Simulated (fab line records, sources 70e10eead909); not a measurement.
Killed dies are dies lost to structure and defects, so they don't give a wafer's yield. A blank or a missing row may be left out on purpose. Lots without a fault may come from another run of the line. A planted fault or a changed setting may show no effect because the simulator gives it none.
Which tool did it? | flow nand_harc | 24 lots, 72 wafers sampled, at 5 steps of a route of 1302

WHAT THE GAUGES READ, wafer by wafer
NHARC_THIN_TSV_CD_MEAS_16.
lot  | measured     | on        | cd_nm (nm)
L074 | day 23 15:01 | cd_sem-01 | 1000.6 998.4 1003.7
L076 | day 23 20:55 | cd_sem-02 | 999.3 999.6 1000.8
L075 | day 24 09:25 | cd_sem-02 | 995.7 995.0 1000.7
L077 | day 24 19:59 | cd_sem-03 | 999.1 996.5 998.6
L078 | day 25 02:45 | cd_sem-01 | 999.4 997.0 997.1
L079 | day 25 10:44 | cd_sem-01 | 1003.7 1005.9 1006.3
L081 | day 26 17:10 | cd_sem-03 | 1001.9 1004.4 999.5
L080 | day 27 02:36 | cd_sem-03 | 1001.5 997.9 1000.3
L082 | day 27 09:47 | cd_sem-01 | 998.7 999.8 997.8
L083 | day 27 14:11 | cd_sem-01 | 1000.6 1000.5 1000.1
L085 | day 28 02:11 | cd_sem-02 | 1000.1 1001.1 1000.2
L084 | day 28 08:17 | cd_sem-03 | 1001.1 1000.0 1001.1
L086 | day 28 09:32 | cd_sem-02 | 1001.9 1000.6 998.4
L090 | day 29 18:47 | cd_sem-02 | 1000.6 1004.5 1004.1
L088 | day 29 19:52 | cd_sem-03 | 1000.8 1001.3 1002.4
L087 | day 30 02:22 | cd_sem-03 | 1002.1 1002.5 1004.2
L089 | day 30 14:07 | cd_sem-02 | 1003.8 1001.2 1000.4
L092 | day 30 20:35 | cd_sem-03 | 996.2 996.3 997.6
L091 | day 30 19:23 | cd_sem-01 | 997.5 996.7 997.6
L093 | day 31 10:02 | cd_sem-02 | 998.3 1001.4 1001.1
L095 | day 32 04:47 | cd_sem-02 | 999.3 999.3 998.1
L094 | day 32 03:34 | cd_sem-01 | 1000.4 999.6 1001.3
L096 | day 32 18:40 | cd_sem-01 | 997.4 999.8 997.3
L097 | day 32 20:07 | cd_sem-01 | 1000.3 999.0 1000.5

WHICH TOOL RAN EACH LOT (tool, then ch and the chambers of the sampled wafers, then the start)
lot  | NHARC_A_M1_CMP_23             | NHARC_A_BONDPAD_PRE_CLEAN_26            | NHARC_A_BONDPAD_PVD_17                  | NHARC_THIN_TSV_ETCH_15
L074 | cmp-03 ch 0,2, day 22 18:08   | pvd_sputter-01, day 23 14:53 or earlier | pvd_sputter-01, day 23 14:53 or earlier | rie_si-01 ch 2,3, day 23 14:53
L076 | cmp-01 ch 0,2,3, day 23 02:33 | pvd_sputter-01, day 23 20:47 or earlier | pvd_sputter-01, day 23 20:47 or earlier | rie_si-06 ch 2,3, day 23 20:47
L075 | cmp-04 ch 0,1,3, day 23 14:55 | pvd_sputter-02, day 24 09:17 or earlier | pvd_sputter-02, day 24 09:17 or earlier | rie_si-01 ch 0,1,3, day 24 09:17
L077 | cmp-04 ch 0,1,3, day 24 01:43 | pvd_sputter-03, day 24 19:50 or earlier | pvd_sputter-03, day 24 19:50 or earlier | rie_si-01 ch 0,2,3, day 24 19:50
L078 | cmp-01 ch 0,1,2, day 24 08:15 | pvd_sputter-03, day 25 02:37 or earlier | pvd_sputter-03, day 25 02:37 or earlier | rie_si-06 ch 0,1, day 25 02:37
L079 | cmp-04 ch 1,2,3, day 24 13:16 | pvd_sputter-02, day 25 10:37 or earlier | pvd_sputter-02, day 25 10:37 or earlier | rie_si-04 ch 1,2, day 25 10:37
L081 | cmp-03 ch 0,2, day 25 22:32   | pvd_sputter-01, day 26 17:02 or earlier | pvd_sputter-01, day 26 17:02 or earlier | rie_si-04 ch 0,1,2, day 26 17:02
L080 | cmp-01 ch 0,1,2, day 26 07:10 | pvd_sputter-01, day 27 02:27 or earlier | pvd_sputter-01, day 27 02:27 or earlier | rie_si-06 ch 0,2,3, day 27 02:27
L082 | cmp-04 ch 2,3, day 26 15:11   | pvd_sputter-03, day 27 09:38 or earlier | pvd_sputter-03, day 27 09:38 or earlier | rie_si-01 ch 0,2, day 27 09:38
L083 | cmp-04 ch 1,2, day 26 19:32   | pvd_sputter-01, day 27 14:03 or earlier | pvd_sputter-01, day 27 14:03 or earlier | rie_si-01 ch 2,3, day 27 14:03
L085 | cmp-01 ch 0,1,2, day 27 06:25 | pvd_sputter-02, day 28 02:04 or earlier | pvd_sputter-02, day 28 02:04 or earlier | rie_si-06 ch 0,1,2, day 28 02:04
L084 | cmp-03 ch 0,3, day 27 13:59   | pvd_sputter-01, day 28 08:08 or earlier | pvd_sputter-01, day 28 08:08 or earlier | rie_si-01 ch 0,2,3, day 28 08:08
L086 | cmp-04 ch 0,1, day 27 16:05   | pvd_sputter-03, day 28 09:23 or earlier | pvd_sputter-03, day 28 09:23 or earlier | rie_si-04 ch 0,3, day 28 09:23
L090 | cmp-01 ch 0,1,3, day 29 00:25 | pvd_sputter-03, day 29 18:39 or earlier | pvd_sputter-03, day 29 18:39 or earlier | rie_si-06 ch 0,1,3, day 29 18:39
L088 | cmp-03 ch 0,1,2, day 29 01:46 | pvd_sputter-02, day 29 19:43 or earlier | pvd_sputter-02, day 29 19:43 or earlier | rie_si-01 ch 0,2,3, day 29 19:43
L087 | cmp-04 ch 1,2, day 29 07:13   | pvd_sputter-03, day 30 02:15 or earlier | pvd_sputter-03, day 30 02:15 or earlier | rie_si-06 ch 0,1,3, day 30 02:15
L089 | cmp-04 ch 1,2, day 29 19:24   | pvd_sputter-03, day 30 13:59 or earlier | pvd_sputter-03, day 30 13:59 or earlier | rie_si-04 ch 0,2, day 30 13:59
L092 | cmp-04 ch 0,3, day 30 01:13   | pvd_sputter-01, day 30 20:26 or earlier | pvd_sputter-01, day 30 20:26 or earlier | rie_si-01 ch 0,1, day 30 20:26
L091 | cmp-03 ch 1,2,3, day 30 02:44 | pvd_sputter-02, day 30 19:14 or earlier | pvd_sputter-02, day 30 19:14 or earlier | rie_si-06 ch 2,3, day 30 19:14
L093 | cmp-04 ch 2,3, day 30 15:44   | pvd_sputter-02, day 31 09:54 or earlier | pvd_sputter-02, day 31 09:54 or earlier | rie_si-06 ch 0,3, day 31 09:54
L095 | cmp-01 ch 0,1, day 31 07:07   | pvd_sputter-01, day 32 04:38 or earlier | pvd_sputter-01, day 32 04:38 or earlier | rie_si-01 ch 0,3, day 32 04:38
L094 | cmp-04 ch 0,2,3, day 31 08:41 | pvd_sputter-01, day 32 03:27 or earlier | pvd_sputter-01, day 32 03:27 or earlier | rie_si-06 ch 1,2,3, day 32 03:27
L096 | cmp-01 ch 1,2, day 31 23:38   | pvd_sputter-02, day 32 18:34 or earlier | pvd_sputter-02, day 32 18:34 or earlier | rie_si-06 ch 1,2,3, day 32 18:34
L097 | cmp-04 ch 0,3, day 32 00:24   | pvd_sputter-01, day 32 19:59 or earlier | pvd_sputter-01, day 32 19:59 or earlier | rie_si-01 ch 1,2,3, day 32 19:59
- NHARC_A_M1_CMP_23: polishes, t overpolish 20 s, target thk 154.34 nm.
- NHARC_A_BONDPAD_PRE_CLEAN_26: time 30 s.
- NHARC_A_BONDPAD_PVD_17: deposits TaN, target thk 5 nm, time 8.06 s.
- NHARC_THIN_TSV_ETCH_15: target depth 3000 nm, bosch target overetch cycles 2, bosch etch step 2.8 s.

WHAT THE TOOLS THEMSELVES READ (means of the sampled wafers that have a number; where no wafer has one, the mark that the record gives instead)
NHARC_A_M1_CMP_23.
lot  | tool   | motor_current_A (A) | time_to_endpoint_s (s)
L074 | cmp-03 | 12.7                | 25
L076 | cmp-01 | 13.9                | 29
L075 | cmp-04 | 11.9                | 30
L077 | cmp-04 | 11.9                | 29
L078 | cmp-01 | 13.7                | 29
L079 | cmp-04 | 12.5                | 27
L081 | cmp-03 | 12.6                | 27
L080 | cmp-01 | 13.6                | 30
L082 | cmp-04 | 11.5                | 27
L083 | cmp-04 | 12.5                | 28
L085 | cmp-01 | 13.8                | 29
L084 | cmp-03 | 12.7                | 27
L086 | cmp-04 | 11.7                | 34
L090 | cmp-01 | 13.6                | 28
L088 | cmp-03 | 12.8                | 33
L087 | cmp-04 | 12.9                | 30
L089 | cmp-04 | 12.8                | 30
L092 | cmp-04 | 11.4                | 27
L091 | cmp-03 | 12.0                | 28
L093 | cmp-04 | 12.1                | 24
L095 | cmp-01 | 13.4                | 28
L094 | cmp-04 | 11.8                | 29
L096 | cmp-01 | 12.7                | 34
L097 | cmp-04 | 11.2                | 31

NHARC_A_BONDPAD_PRE_CLEAN_26.
lot  | tool           | heater_power_w (W)
L074 | pvd_sputter-01 | 385
L076 | pvd_sputter-01 | 427
L075 | pvd_sputter-02 | 407
L077 | pvd_sputter-03 | 407
L078 | pvd_sputter-03 | 398
L079 | pvd_sputter-02 | 383
L081 | pvd_sputter-01 | 412
L080 | pvd_sputter-01 | 407
L082 | pvd_sputter-03 | 408
L083 | pvd_sputter-01 | 414
L085 | pvd_sputter-02 | 407
L084 | pvd_sputter-01 | 412
L086 | pvd_sputter-03 | 436
L090 | pvd_sputter-03 | 410
L088 | pvd_sputter-02 | 390
L087 | pvd_sputter-03 | 382
L089 | pvd_sputter-03 | 399
L092 | pvd_sputter-01 | 426
L091 | pvd_sputter-02 | 417
L093 | pvd_sputter-02 | 394
L095 | pvd_sputter-01 | 414
L094 | pvd_sputter-01 | 438
L096 | pvd_sputter-02 | 399
L097 | pvd_sputter-01 | 427

NHARC_A_BONDPAD_PVD_17.
lot  | tool           | bias_v (V) | chamber_pressure_pa (Pa) | throttle_valve_pct (%)
L074 | pvd_sputter-01 | 168.9      | 0.11996                  | 28.9
L076 | pvd_sputter-01 | 168.3      | 0.11999                  | 29.0
L075 | pvd_sputter-02 | 168.6      | 0.12016                  | 29.1
L077 | pvd_sputter-03 | 169.1      | 0.11998                  | 29.7
L078 | pvd_sputter-03 | 168.1      | 0.11999                  | 28.3
L079 | pvd_sputter-02 | 168.4      | 0.11995                  | 28.5
L081 | pvd_sputter-01 | 170.3      | 0.11996                  | 29.2
L080 | pvd_sputter-01 | 169.4      | 0.12043                  | 28.5
L082 | pvd_sputter-03 | 168.5      | 0.12001                  | 31.2
L083 | pvd_sputter-01 | 170.4      | 0.12000                  | 28.8
L085 | pvd_sputter-02 | 169.9      | 0.12004                  | 29.6
L084 | pvd_sputter-01 | 167.7      | 0.12031                  | 29.0
L086 | pvd_sputter-03 | 169.0      | 0.11994                  | 31.4
L090 | pvd_sputter-03 | 168.9      | 0.12009                  | 31.3
L088 | pvd_sputter-02 | 169.8      | 0.11983                  | 30.5
L087 | pvd_sputter-03 | 167.7      | 0.11998                  | 29.7
L089 | pvd_sputter-03 | 170.7      | 0.11998                  | 29.8
L092 | pvd_sputter-01 | 168.8      | 0.12011                  | 29.4
L091 | pvd_sputter-02 | 168.2      | 0.12003                  | 30.4
L093 | pvd_sputter-02 | 168.6      | 0.11992                  | 29.8
L095 | pvd_sputter-01 | 168.7      | 0.11992                  | 28.6
L094 | pvd_sputter-01 | 168.4      | 0.12009                  | 28.7
L096 | pvd_sputter-02 | 166.6      | 0.12013                  | 29.7
L097 | pvd_sputter-01 | 167.4      | 0.12028                  | 28.4

NHARC_THIN_TSV_ETCH_15.
lot  | tool      | drypump_motor_current_A (A) | he_backside_leak_sccm (sccm)
L074 | rie_si-01 | 5.6                         | 2.4
L076 | rie_si-06 | 5.4                         | 2.8
L075 | rie_si-01 | 5.7                         | 2.7
L077 | rie_si-01 | 5.5                         | 2.5
L078 | rie_si-06 | 5.8                         | 2.5
L079 | rie_si-04 | 6.1                         | 2.5
L081 | rie_si-04 | 5.8                         | 2.5
L080 | rie_si-06 | 5.5                         | 2.6
L082 | rie_si-01 | 5.4                         | 3.2
L083 | rie_si-01 | 5.6                         | 2.4
L085 | rie_si-06 | 5.7                         | 2.7
L084 | rie_si-01 | 5.5                         | 2.6
L086 | rie_si-04 | 5.5                         | 2.9
L090 | rie_si-06 | 5.7                         | 2.5
L088 | rie_si-01 | 5.5                         | 2.6
L087 | rie_si-06 | 5.7                         | 2.6
L089 | rie_si-04 | 5.9                         | 2.7
L092 | rie_si-01 | 5.6                         | 2.8
L091 | rie_si-06 | 5.4                         | 2.7
L093 | rie_si-06 | 5.5                         | 2.7
L095 | rie_si-01 | 5.5                         | 2.6
L094 | rie_si-06 | 5.5                         | 2.8
L096 | rie_si-06 | 5.5                         | 2.8
L097 | rie_si-01 | 5.7                         | 2.6

THE ANSWER, worked out from the rows above alone
Rule: what is usual is taken from the lots themselves. Put in order of their means at a reading, lots are off if they are a third of the lots or fewer, leave a main group of 4 or more, and stand apart from it by a gap of 3 or more times the standard deviation of the main group's means; of several such gaps the widest counts. A main group whose means are all the same, to the digits that the tables above print for the reading, isn't used. A lot without any number at a reading at which 4 lots or more have one is off too. The other lots that the step has rows for count as sound. The gauges are gone through in route order, then the tools' own readings, and for those a lot's mean is taken as printed above. The first step at which some lot is off is used, and at that step the reading that is off furthest; a lot without a number counts as furthest.
No lot is off at any reading shown: from this, nothing can be told.

WHAT THE SIMULATOR HAD PUT IN
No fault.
